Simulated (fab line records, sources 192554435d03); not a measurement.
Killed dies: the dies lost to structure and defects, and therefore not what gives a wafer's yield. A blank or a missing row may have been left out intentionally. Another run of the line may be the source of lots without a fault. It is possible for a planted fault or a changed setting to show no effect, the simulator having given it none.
fab line records	flow n5-finfet
record: lots: 7	wafers: 21
route steps=1938 shown BEOL_M3@941 BEOL_M4@1059 BEOL_M5@1161 BEOL_M6@1239 BEOL_M7@1263
start-h: hours from the record's opening day to when the first of the lot's shown wafers began	wait-h: hours elapsed since this lot's preceding step	" same as the row above	L1.1+2: a row that stands for several wafers	- value missing, or start not given	* or withheld: withheld	< > ~ a bound
route shown NAME@n: a module of which the file shows steps, and the number in the route of the first	usual: average and standard deviation across the fault-free wafers	same: alike in all rows	chamber/n: place in a boat	sites: readings site by site	_std_site: the standard deviation of these	_edge_site: outer sites' mean less inner sites'	radius-mm: how far each site lies from the wafer's centre	mask NAME#n: copy n	behind: the most recent tool/chamber to have shaped the wafer	hold: reason for holding the lot/hours on hold/outcome of the hold	device: names the non-switching transistor (n, p or np)	end of line: the same wafers' tests at the end of the route	for a step that has no rows: nothing shown but its recipe	killed: the dies lost at the first sort to structure and to defects; this is not the yield of the wafer	map: per-die view of a wafer (x killed, . not killed, _ where there is no die)
set.NAME: the setting as run; set.NAME@STEP: as run at that earlier step	model.NAME: the simulator's own value behind a step, which no gauge read
lots run with intentionally changed settings; tables by step, rows by wafer
== steps ==
step: N5_BEOL_M3_EXPOSE_08
recipe: mask-id: M3	na: 0.33	source-shape: dipole	sigma-inner: 0.369	sigma-outer: 0.767	polarization: unpolarized	dose-mj: 33
lot.wafer	tool	chamber	start-h	wait-h	mask	set.dose-mj
L074.3+6	euv-scanner-02	0	163.39	-	M3#0	33
L074.5	"	0	"	"	M3#0	35.2
L078.1	euv-scanner-02	0	183.05	-	M3#0	30.67
L078.2+4	"	0	"	"	M3#0	33
L082.4+5+6	euv-scanner-02	0	210.28	-	M3#0	30.75
L084.1+4+6	euv-scanner-01	0	231.52	-	M3#0	33
L089.1+4+5	euv-scanner-01	0	239.61	-	M3#0	33
L092.2+3+6	euv-scanner-01	0	272.99	-	M3#0	33
L097.1+3	euv-scanner-01	0	310.81	-	M3#0	33
L097.6	"	0	"	"	M3#0	34.39
step: N5_BEOL_M3_PEB_09
recipe: peb-temp-c: 100	peb-time-s: 60	resist: CAR-EUV
step: N5_BEOL_M3_DEVELOP_10
recipe: develop-time-s: 30	developer: TMAH	resist: CAR-EUV	rinse-liquid: surfactant-rinse	dry: air-spin	dev-temp-c: 23
step: N5_BEOL_M3_CD_MEAS_11
recipe: target-cd-nm: 17.05	landing-energy-ev: 500	detector: se-inlens	polarity: opening
usual: cd-nm: 17.03/0.24
lot.wafer	tool	chamber	start-h	wait-h	set.dose-mj@BEOL_M3_EXPOSE_08	cd-nm
L074.3	cd-sem-02	0	163.51	-	33	17.12
L074.5	"	0	"	"	35.2	18.16
L074.6	"	0	"	"	33	17.29
L078.1	cd-sem-02	0	183.18	-	30.67	15.77
L078.2	"	0	"	"	33	17.18
L078.4	"	0	"	"	33	16.76
L082.4	cd-sem-01	0	210.39	-	30.75	15.53
L082.5	"	0	"	"	30.75	15.70
L082.6	"	0	"	"	30.75	15.66
L084.1	cd-sem-02	0	231.65	-	33	16.99
L084.4	"	0	"	"	33	17.36
L084.6	"	0	"	"	33	16.99
L089.1	cd-sem-02	0	239.73	-	33	17.47
L089.4	"	0	"	"	33	17.54
L089.5	"	0	"	"	33	16.87
L092.2	cd-sem-03	0	273.11	-	33	17.22
L092.3	"	0	"	"	33	17.22
L092.6	"	0	"	"	33	17.61
L097.1	cd-sem-03	0	310.93	-	33	16.89
L097.3	"	0	"	"	33	17.16
L097.6	"	0	"	"	34.39	18.13
step: N5_BEOL_M3_DESCUM_16
recipe: chemistry: O2	time-s: 7	source-power-w: 50	bias-power-w: 20	pressure-mtorr: 20	rf-frequency-hz: 2.712e+07	temp-c: 40	resist: CAR-EUV	o2-flow-sccm: 225
step: N5_BEOL_M3_ETCH_74
recipe: chemistry: N2/H2	target: underlayer	target-depth-a: 65	mask-material: CAR-EUV	time-s: 5.2	ion-energy-ev: 200	pressure-mtorr: 30	source-w: 840	bias-w: 150	n2-flow-sccm: 200	h2-flow-sccm: 200	ends: cleared
lot.wafer	tool	chamber	start-h	wait-h	set.dose-mj@BEOL_M3_EXPOSE_08	model.BEOL_M3.cd-offset-nm
L074.3	rie-diel-02	2	163.66	0.0	33	0.2
L074.5	"	0	"	"	35.2	1.4
L074.6	"	3	"	"	33	0.4
L078.1	rie-diel-04	1	183.33	0.0	30.67	-1.4
L078.2	"	0	"	"	33	0.4
L078.4	"	2	"	"	33	-0.2
L082.4+6	rie-diel-06	3,0	210.54	0.0	30.75	-1.6
L082.5	"	3	"	"	30.75	-1.4
L084.1+6	rie-diel-02	3,2	231.81	0.0	33	-0.2
L084.4	"	0	"	"	33	0
L089.1+4	rie-diel-02	0,1	239.90	0.0	33	0.4
L089.5	"	1	"	"	33	0
L092.2+3+6	rie-diel-04	0,2,2	273.26	0.0	33	0
L097.1	rie-diel-04	1	311.09	0.0	33	-0.4
L097.3	"	0	"	"	33	-0.2
L097.6	"	0	"	"	34.39	0.8
step: N5_BEOL_M3_EXPOSE_25
recipe: mask-id: V2	na: 0.33	source-shape: quasar	sigma-inner: 0.2	sigma-outer: 0.8	polarization: unpolarized	defocus-nm: 5	dose-mj: 63
lot.wafer	tool	chamber	start-h	wait-h	mask	set.dose-mj
L074.3+6	euv-scanner-01	0	164.37	-	V2#0	61.44
L074.5	"	0	"	"	V2#0	63
L078.1+2	euv-scanner-02	0	184.02	-	V2#0	63
L078.4	"	0	"	"	V2#0	66.19
L082.4+5	euv-scanner-01	0	211.26	-	V2#0	63
L082.6	"	0	"	"	V2#0	58.84
L084.1+4+6	euv-scanner-02	0	232.50	-	V2#0	63
L089.1+4+5	euv-scanner-02	0	240.59	-	V2#0	63
L092.2+3	euv-scanner-01	0	273.84	-	V2#0	63
L092.6	"	0	"	"	V2#0	66.8
L097.1+6	euv-scanner-02	0	311.68	-	V2#0	63
L097.3	"	0	"	"	V2#0	60.93
step: N5_BEOL_M3_PEB_26
recipe: peb-temp-c: 100	peb-time-s: 60	resist: CAR-EUV
step: N5_BEOL_M3_DEVELOP_27
recipe: develop-time-s: 30	developer: TMAH	resist: CAR-EUV	rinse-liquid: surfactant-rinse	dry: air-spin	dev-temp-c: 23
step: N5_BEOL_M3_CD_MEAS_28
recipe: target-cd-nm: 25.7	landing-energy-ev: 500	detector: se-inlens	target-cd-y-nm: 23.3	polarity: opening
usual: cd-nm: 25.70/0.24
lot.wafer	tool	chamber	start-h	wait-h	set.dose-mj@BEOL_M3_EXPOSE_25	cd-nm
L074.3	cd-sem-02	0	164.50	-	61.44	24.79
L074.5	"	0	"	"	63	25.42
L074.6	"	0	"	"	61.44	25.50
L078.1	cd-sem-03	0	184.17	-	63	25.47
L078.2	"	0	"	"	63	25.73
L078.4	"	0	"	"	66.19	26.35
L082.4	cd-sem-01	0	211.38	-	63	25.67
L082.5	"	0	"	"	63	25.14
L082.6	"	0	"	"	58.84	24.28
L084.1	cd-sem-01	0	232.65	-	63	25.96
L084.4	"	0	"	"	63	25.87
L084.6	"	0	"	"	63	25.55
L089.1	cd-sem-01	0	240.74	-	63	25.71
L089.4	"	0	"	"	63	25.65
L089.5	"	0	"	"	63	25.47
L092.2	cd-sem-03	0	273.98	-	63	25.79
L092.3	"	0	"	"	63	25.29
L092.6	"	0	"	"	66.8	27.12
L097.1	cd-sem-02	0	311.83	-	63	25.75
L097.3	"	0	"	"	60.93	25.13
L097.6	"	0	"	"	63	25.53
step: N5_BEOL_M4_DESCUM_33
recipe: chemistry: O2	time-s: 7	source-power-w: 50	bias-power-w: 20	pressure-mtorr: 20	rf-frequency-hz: 2.712e+07	temp-c: 40	resist: CAR-EUV	o2-flow-sccm: 225
lot.wafer	tool	chamber	start-h	wait-h	set.time-s	model.CAR-EUV_of_BEOL_M4_COAT_22.thk-nm
L074.3	rie-diel-03	3	179.98	0.1	7.765	25.6
L074.5+6	"	1,3	"	"	7	26
L078.1	rie-diel-01	3	202.71	0.2	8.45	25.2
L078.2	"	0	"	"	7	26.2
L078.4	"	1	"	"	8.45	25.4
L082.4+5	rie-diel-03	3,0	229.54	0.1	7.459	25.8
L082.6	"	1	"	"	7	26
L084.1	rie-diel-01	0	244.67	0.1	7	26.2
L084.4	"	1	"	"	8.36	25.2
L084.6	"	0	"	"	7	26
L089.1+4	rie-diel-05	2,3	257.46	0.9	7	26
L089.5	"	2	"	"	7	26.2
L092.2+3	rie-diel-01	2,3	297.16	0.0	7	26
L092.6	"	3	"	"	8.17	25.4
L097.1	rie-diel-05	0	323.02	0.0	8.221	25.6
L097.3+6	"	1,0	"	"	7	26.2
step: N5_BEOL_M4_ETCH_77
recipe: chemistry: N2/H2	target: underlayer	target-depth-a: 65	mask-material: CAR-EUV	time-s: 5.2	ion-energy-ev: 200	pressure-mtorr: 30	source-w: 840	bias-w: 150	n2-flow-sccm: 200	h2-flow-sccm: 200	ends: cleared
lot.wafer	tool	chamber	start-h	wait-h	set.time-s@BEOL_M4_DESCUM_33	model.CAR-EUV_of_BEOL_M4_COAT_22.thk-nm
L074.3	rie-diel-03	3	180.01	0.0	7.765	20
L074.5+6	"	1,3	"	"	7	20.4
L078.1+4	rie-diel-01	3,1	202.74	0.0	8.45	19.6
L078.2	"	0	"	"	7	20.4
L082.4+5	rie-diel-03	3,0	229.57	0.0	7.459	20
L082.6	"	1	"	"	7	20.4
L084.1	rie-diel-01	0	244.70	0.0	7	20.4
L084.4	"	1	"	"	8.36	19.6
L084.6	"	0	"	"	7	20.2
L089.1+4	rie-diel-05	2,3	257.50	0.0	7	20.4
L089.5	"	2	"	"	7	20.6
L092.2+3	rie-diel-01	2,3	297.19	0.0	7	20.4
L092.6	"	3	"	"	8.17	19.6
L097.1	rie-diel-05	0	323.06	0.0	8.221	19.8
L097.3+6	"	1,0	"	"	7	20.4
step: N5_BEOL_M4_ETCH_69
recipe: chemistry: CF4	target: SiARC	target-depth-a: 156	mask-material: CAR-EUV	time-s: 26	ion-energy-ev: 80	pressure-mtorr: 40	source-w: 545	bias-w: 36	Ar_flow_sccm: 100	cf4-flow-sccm: 100	ends: cleared
lot.wafer	tool	chamber	start-h	wait-h	set.time-s@BEOL_M4_DESCUM_33	model.CAR-EUV_of_BEOL_M4_COAT_22.thk-nm
L074.3	rie-diel-03	3	180.03	0.0	7.765	10.8
L074.5+6	"	1,3	"	"	7	11.2
L078.1+4	rie-diel-01	3,1	202.76	0.0	8.45	10.4
L078.2	"	0	"	"	7	11.2
L082.4+5	rie-diel-03	3,0	229.59	0.0	7.459	10.8
L082.6	"	1	"	"	7	11
L084.1	rie-diel-01	0	244.72	0.0	7	11.2
L084.4	"	1	"	"	8.36	10.4
L084.6	"	0	"	"	7	11
L089.1+5	rie-diel-05	2	257.51	0.0	7	11.2
L089.4	"	3	"	"	7	11
L092.2+3	rie-diel-01	2,3	297.21	0.0	7	11.2
L092.6	"	3	"	"	8.17	10.4
L097.1	rie-diel-05	0	323.07	0.0	8.221	10.6
L097.3+6	"	1,0	"	"	7	11.2
step: N5_BEOL_M4_ALD_98
recipe: material: SiO2	target-thk-a: 25	temp-c: 100	ald-precursor-family: BDEAS	ald-co-reactant: O2-plasma	pulse-time-s: 1	co-reactant-pulse-time-s: 1	purge-time-s: 2	co-reactant-purge-time-s: 2	ald-cycles: 17	pressure-torr: 2
step: N5_BEOL_M4_ETCHBACK_99
recipe: chemistry: CHF3	target: SiO2	target-depth-a: 50	time-s: 10.4	source-w: 215	bias-w: 47	Ar_flow_sccm: 200	CHF3_flow_sccm: 12	ion-energy-ev: 100	pressure-mtorr: 30
lot.wafer	tool	chamber	start-h	wait-h	set.time-s@BEOL_M4_DESCUM_33	model.CAR-EUV_of_BEOL_M4_COAT_22.thk-nm
L074.3	rie-diel-01	3	198.02	17.9	7.765	10
L074.5+6	"	1,3	"	"	7	10.4
L078.1	rie-diel-01	2	224.73	21.8	8.45	9.6
L078.2	"	3	"	"	7	10.4
L078.4	"	1	"	"	8.45	9.8
L082.4+5	rie-diel-01	1	239.00	9.3	7.459	10.2
L082.6	"	0	"	"	7	10.4
L084.1+6	rie-diel-01	1,0	268.82	24.0	7	10.4
L084.4	"	2	"	"	8.36	9.6
L089.1+4	rie-diel-03	2,3	272.55	14.9	7	10.4
L089.5	"	1	"	"	7	10.6
L092.2+3	rie-diel-03	3,1	306.84	9.5	7	10.4
L092.6	"	2	"	"	8.17	9.8
L097.1	rie-diel-01	3	338.49	15.3	8.221	9.8
L097.3	"	1	"	"	7	10.6
L097.6	"	2	"	"	7	10.4
step: N5_BEOL_M4_ETCH_70
recipe: chemistry: N2/H2	target: SOC	target-depth-a: 800	overetch-a: 240	mask-material: SiARC	temp-c: 40	time-s: 130	ion-energy-ev: 200	pressure-mtorr: 30	source-w: 840	bias-w: 150	n2-flow-sccm: 200	h2-flow-sccm: 200
usual: rf-vpp-V: 523.9/2.9
lot.wafer	tool	chamber	start-h	wait-h	set.source-w	rf-vpp-V
L074.3	rie-diel-01	3	198.06	0.0	715.3	556.4
L074.5	"	1	"	"	715.3	548.2
L074.6	"	3	"	"	840	528.2
L078.1	rie-diel-01	2	224.77	0.0	840	522.1
L078.2	"	3	"	"	840	526.8
L078.4	"	1	"	"	840	521.5
L082.4	rie-diel-01	1	239.03	0.0	840	521.6
L082.5	"	1	"	"	772.9	535.8
L082.6	"	0	"	"	772.9	537.7
L084.1	rie-diel-01	1	268.85	0.0	840	521.8
L084.4	"	2	"	"	840	522.3
L084.6	"	0	"	"	840	521.6
L089.1	rie-diel-03	2	272.59	0.0	840	528.5
L089.4	"	3	"	"	840	522.7
L089.5	"	1	"	"	840	526.6
L092.2	rie-diel-03	3	306.87	0.0	959.6	500.3
L092.3	"	1	"	"	840	527.2
L092.6	"	2	"	"	840	528.7
L097.1	rie-diel-01	3	338.53	0.0	840	526.8
L097.3	"	1	"	"	840	521.1
L097.6	"	2	"	"	840	521.3
step: N5_BEOL_M5_ETCH_41
recipe: chemistry: CH3F/O2	target: SiCN	target-depth-a: 315	taper-deg: 2	time-s: 56.7	ion-energy-ev: 120	mask-material: TiN	pressure-mtorr: 30	source-w: 395	bias-w: 75	Ar_flow_sccm: 150	CH3F_flow_sccm: 30	O2_flow_sccm: 20
usual: rf-vpp-V: 297.1/1.5
lot.wafer	tool	chamber	start-h	wait-h	set.source-w	rf-vpp-V
L074.3	rie-diel-04	1	-	-	395	297.6
L074.5	"	2	"	"	395	295.8
L074.6	"	3	"	"	416	290.6
L078.1	rie-diel-02	3	-	-	395	296.0
L078.2	"	2	"	"	395	297.0
L078.4	"	0	"	"	395	297.7
L082.4	rie-diel-06	3	-	-	395	297.1
L082.5	"	3	"	"	395	298.3
L082.6	"	2	"	"	395	296.6
L084.1	rie-diel-06	0	-	-	395	297.2
L084.4	"	2	"	"	395	298.2
L084.6	"	0	"	"	368.5	305.3
L089.1	rie-diel-04	3	-	-	395	296.1
L089.4	"	2	"	"	395	296.1
L089.5	"	2	"	"	395	295.6
L092.2	rie-diel-06	0	-	-	395	298.6
L092.3	"	1	"	"	395	300.4
L092.6	"	0	"	"	329.8	316.1
L097.1	rie-diel-02	3	-	-	395	297.2
L097.3	"	1	"	"	458.1	285.0
L097.6	"	0	"	"	458.1	284.4
step: N5_BEOL_M6_TRENCH_ETCH_37
recipe: chemistry: C4F6/O2	target-depth-a: 944.35	target: SiCOH_lowk	time-s: 31.5	ion-energy-ev: 250	pressure-mtorr: 30	source-w: 345	bias-w: 185	Ar_flow_sccm: 300	C4F6_flow_sccm: 10	O2_flow_sccm: 10
usual: rf-vpp-V: 674/14
lot.wafer	tool	chamber	start-h	wait-h	set.source-w	rf-vpp-V
L074.3	rie-diel-05	0	-	-	345	653
L074.5	"	1	"	"	345	655
L074.6	"	2	"	"	345	680
L078.1	rie-diel-03	3	-	-	345	688
L078.2	"	0	"	"	345	682
L078.4	"	0	"	"	390.7	641
L082.4	rie-diel-05	0	-	-	345	651
L082.5	"	0	"	"	345	652
L082.6	"	3	"	"	345	677
L084.1	rie-diel-03	0	-	-	345	682
L084.4	"	2	"	"	392.7	642
L084.6	"	3	"	"	345	688
L089.1	rie-diel-05	2	-	-	345	681
L089.4	"	3	"	"	345	676
L089.5	"	1	"	"	345	655
L092.2	rie-diel-03	0	-	-	345	681
L092.3	"	2	"	"	391.4	642
L092.6	"	1	"	"	391.4	642
L097.1	rie-diel-03	2	-	-	324.7	706
L097.3	"	0	"	"	345	682
L097.6	"	2	"	"	324.7	705
step: N5_BEOL_M7_ILD_DEP_00
recipe: material: SiCOH_lowk	target-thk-a: 1797.5	temp-c: 300	precursor: DEMS/porogen	pressure-torr: 5	rf-w: 500	time-s: 33.4
lot.wafer	tool	chamber	start-h	wait-h	set.time-s	model.SiCOH_lowk_of_BEOL_M7_ILD_DEP_00.thk-nm
L074.3	pecvd-03	1	228.99	0.0	33.4	176
L074.5	"	2	"	"	33.4	178.4
L074.6	"	1	"	"	37.78	202.4
L078.1	pecvd-03	1	250.02	0.0	29.1	152.8
L078.2	"	0	"	"	29.1	155.2
L078.4	"	1	"	"	33.4	178.8
L082.4	pecvd-02	2	270.33	0.1	33.4	184.4
L082.5	"	1	"	"	36.16	198.2
L082.6	"	0	"	"	33.4	184.8
L084.1	pecvd-01	2	291.93	0.0	33.4	177.8
L084.4	"	0	"	"	29.9	162.4
L084.6	"	1	"	"	33.4	181.4
L089.1	pecvd-02	2	296.89	0.0	33.4	176.4
L089.4	"	2	"	"	33.4	180.4
L089.5	"	0	"	"	33.4	179.2
L092.2	pecvd-02	1	336.82	0.0	37.02	196.2
L092.3	"	2	"	"	33.4	179.4
L092.6	"	0	"	"	37.02	199.8
L097.1	pecvd-03	1	365.59	0.0	35.53	185.6
L097.3	"	2	"	"	35.53	189.6
L097.6	"	0	"	"	35.53	189
step: N5_BEOL_M7_CURE_74
recipe: temp-c: 385	time-s: 240	ambient: He/Ar	material: SiCOH_lowk
lot.wafer	tool	chamber	start-h	wait-h	set.time-s@BEOL_M7_ILD_DEP_00	model.SiCOH_lowk_of_BEOL_M7_ILD_DEP_00.thk-nm
L074.3	uv-cure-03	1	229.37	0.4	33.4	151.6
L074.5	"	1	"	"	33.4	153.8
L074.6	"	1	"	"	37.78	174.8
L078.1	uv-cure-02	2	250.08	0.0	29.1	131.6
L078.2	"	2	"	"	29.1	133.6
L078.4	"	2	"	"	33.4	154.2
L082.4	uv-cure-03	1	270.61	0.3	33.4	159.2
L082.5	"	1	"	"	36.16	171
L082.6	"	1	"	"	33.4	159.4
L084.1	uv-cure-01	2	291.99	0.0	33.4	153.4
L084.4	"	2	"	"	29.9	139.8
L084.6	"	2	"	"	33.4	156.4
L089.1	uv-cure-03	2	297.01	0.1	33.4	152
L089.4	"	2	"	"	33.4	155.6
L089.5	"	2	"	"	33.4	154.6
L092.2	uv-cure-03	1	337.13	0.3	37.02	169.4
L092.3	"	1	"	"	33.4	154.6
L092.6	"	1	"	"	37.02	172.4
L097.1	uv-cure-03	2	366.50	0.9	35.53	160
L097.3	"	2	"	"	35.53	163.6
L097.6	"	2	"	"	35.53	163.2
step: N5_BEOL_M7_THK_MEAS_01
recipe: reads: SiCOH_lowk_of_BEOL_M7_ILD_DEP_00
usual: M7_ILD_THK: 154.3/1.9
lot.wafer	tool	chamber	start-h	wait-h	set.time-s@BEOL_M7_ILD_DEP_00	M7_ILD_THK[nm]
L074.3	film-metro-01	-	230.05	0.5	33.4	151.7
L074.5	"	-	"	"	33.4	153.8
L074.6	"	-	"	"	37.78	174.8
L078.1	film-metro-01	-	250.60	0.4	29.1	131.5
L078.2	"	-	"	"	29.1	133.6
L078.4	"	-	"	"	33.4	154.1
L082.4	film-metro-02	-	270.89	0.2	33.4	159.2
L082.5	"	-	"	"	36.16	171.2
L082.6	"	-	"	"	33.4	159.5
L084.1	film-metro-01	-	292.99	0.8	33.4	153.3
L084.4	"	-	"	"	29.9	139.8
L084.6	"	-	"	"	33.4	156.4
L089.1	film-metro-01	-	298.00	0.8	33.4	152.2
L089.4	"	-	"	"	33.4	155.6
L089.5	"	-	"	"	33.4	154.5
L092.2	film-metro-02	-	337.56	0.4	37.02	169.5
L092.3	"	-	"	"	33.4	154.7
L092.6	"	-	"	"	37.02	172.5
L097.1	film-metro-01	-	367.01	0.4	35.53	160.0
L097.3	"	-	"	"	35.53	163.8
L097.6	"	-	"	"	35.53	163.2
step: N5_BEOL_M7_PECVD_70
recipe: material: SiO2	target-thk-a: 200	temp-c: 400	precursor: TEOS/O2	pressure-torr: 5.5	rf-w: 450	teos-flow-sccm: 53.8	gas: O2	flow-sccm: 3000	time-s: 22.7
lot.wafer	tool	chamber	start-h	wait-h	set.temp-c	model.SiO2_of_BEOL_M7_PECVD_70.thk-nm
L074.3+6	pecvd-02	1	230.10	0.1	400	20.2
L074.5	"	2	"	"	400	20
L078.1+4	pecvd-02	1	250.63	0.0	400	20
L078.2	"	0	"	"	400	19.8
L082.4	pecvd-03	1	270.94	0.1	412.9	18.8
L082.5+6	"	0,2	"	"	400	20.4
L084.1	pecvd-03	0	293.02	0.0	400	20
L084.4+6	"	2,0	"	"	414.8	18.6
L089.1+5	pecvd-02	1,2	298.11	0.1	400	20.2
L089.4	"	0	"	"	400	20
L092.2	pecvd-03	2	337.60	0.0	400	20.6
L092.3	"	0	"	"	410.4	18.8
L092.6	"	0	"	"	400	20.4
L097.1	pecvd-03	0	367.05	0.0	400	19.8
L097.3	"	1	"	"	416.3	17.4
L097.6	"	2	"	"	416.3	18.2
step: N5_BEOL_M7_HM_DEP_02
recipe: material: TiN	target-thk-a: 200	temp-c: 25	chamber-pressure-pa: 0.49996
step: N5_BEOL_M7_COAT_59
recipe: resist: SOC	temp-c: 250	time-s: 60	spin-rpm: 1500	resist-thk-nm: 100
step: N5_BEOL_M7_STRIP_80
recipe: chemistry: N2/H2	time-s: 10	power-w: 450	temp-c: 40	pressure-mtorr: 20	rf-frequency-hz: 6e+07	bias-power-w: 7	n2-flow-sccm: 200	h2-flow-sccm: 200
step: N5_BEOL_M7_HM_STRIP_39
recipe: chemistry: peroxide-tin-strip	material: TiN	target-depth-a: 250	temp-c: 50	time-s: 158
lot.wafer	tool	chamber	start-h	wait-h	set.temp-c@BEOL_M7_PECVD_70	model.SiO2_of_BEOL_M7_PECVD_70.thk-nm
L074.3+6	wet-bench-04	6,5	235.80	0.0	400	20.2
L074.5	"	3	"	"	400	20
L078.1	wet-bench-04	1	255.66	0.0	400	19.8
L078.2	"	3	"	"	400	19.6
L078.4	"	5	"	"	400	20
L082.4	wet-bench-04	7	277.53	0.0	412.9	18.6
L082.5+6	"	0,4	"	"	400	20.2
L084.1	wet-bench-05	5	296.34	0.0	400	19.8
L084.4+6	"	6,3	"	"	414.8	18.4
L089.1+5	wet-bench-05	7,3	302.72	0.0	400	20
L089.4	"	1	"	"	400	19.8
L092.2+6	wet-bench-04	3,7	342.21	0.0	400	20.4
L092.3	"	5	"	"	410.4	18.6
L097.1	wet-bench-06	6	370.96	0.0	400	19.8
L097.3	"	3	"	"	416.3	17.2
L097.6	"	0	"	"	416.3	18.2
== key ==
split: step: N5_BEOL_M3_EXPOSE_08	setting: dose-mj	stated: 33	by: wafer
response: step: N5_BEOL_M3_CD_MEAS_11	reading: cd-nm	change: +0.174	per: 1%	r: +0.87
response: step: N5_BEOL_M3_ETCH_74	reading: model.BEOL_M3.cd-offset-nm	change: +0.201	per: 1%	r: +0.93
split: step: N5_BEOL_M3_EXPOSE_25	setting: dose-mj	stated: 63	by: wafer
response: step: N5_BEOL_M3_CD_MEAS_28	reading: cd-nm	change: +0.189	per: 1%	r: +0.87
split: step: N5_BEOL_M4_DESCUM_33	setting: time-s	stated: 7	by: wafer
response: step: N5_BEOL_M4_DESCUM_33	reading: model.CAR-EUV_of_BEOL_M4_COAT_22.thk-nm	change: -0.0401	per: 1%	r: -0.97
response: step: N5_BEOL_M4_ETCH_77	reading: model.CAR-EUV_of_BEOL_M4_COAT_22.thk-nm	change: -0.0393	per: 1%	r: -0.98
response: step: N5_BEOL_M4_ETCH_69	reading: model.CAR-EUV_of_BEOL_M4_COAT_22.thk-nm	change: -0.0384	per: 1%	r: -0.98
response: step: N5_BEOL_M4_ETCHBACK_99	reading: model.CAR-EUV_of_BEOL_M4_COAT_22.thk-nm	change: -0.0373	per: 1%	r: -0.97
split: step: N5_BEOL_M4_ETCH_70	setting: source-w	stated: 840	by: wafer
response: step: N5_BEOL_M4_ETCH_70	reading: rf-vpp-V	change: -1.79	per: 1%	r: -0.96
split: step: N5_BEOL_M5_ETCH_41	setting: source-w	stated: 395	by: wafer
response: step: N5_BEOL_M5_ETCH_41	reading: rf-vpp-V	change: -0.93	per: 1%	r: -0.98
split: step: N5_BEOL_M6_TRENCH_ETCH_37	setting: source-w	stated: 345	by: wafer
response: step: N5_BEOL_M6_TRENCH_ETCH_37	reading: rf-vpp-V	change: -3.17	per: 1%	r: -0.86
split: step: N5_BEOL_M7_ILD_DEP_00	setting: time-s	stated: 33.4	by: wafer
response: step: N5_BEOL_M7_ILD_DEP_00	reading: model.SiCOH_lowk_of_BEOL_M7_ILD_DEP_00.thk-nm	change: +1.81	per: 1%	r: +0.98
response: step: N5_BEOL_M7_CURE_74	reading: model.SiCOH_lowk_of_BEOL_M7_ILD_DEP_00.thk-nm	change: +1.58	per: 1%	r: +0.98
response: step: N5_BEOL_M7_THK_MEAS_01	reading: M7_ILD_THK	change: +1.58	per: 1%	r: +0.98
split: step: N5_BEOL_M7_PECVD_70	setting: temp-c	stated: 400	by: wafer
response: step: N5_BEOL_M7_PECVD_70	reading: model.SiO2_of_BEOL_M7_PECVD_70.thk-nm	change: -0.483	per: 1%	r: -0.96
response: step: N5_BEOL_M7_HM_STRIP_39	reading: model.SiO2_of_BEOL_M7_PECVD_70.thk-nm	change: -0.497	per: 1%	r: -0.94
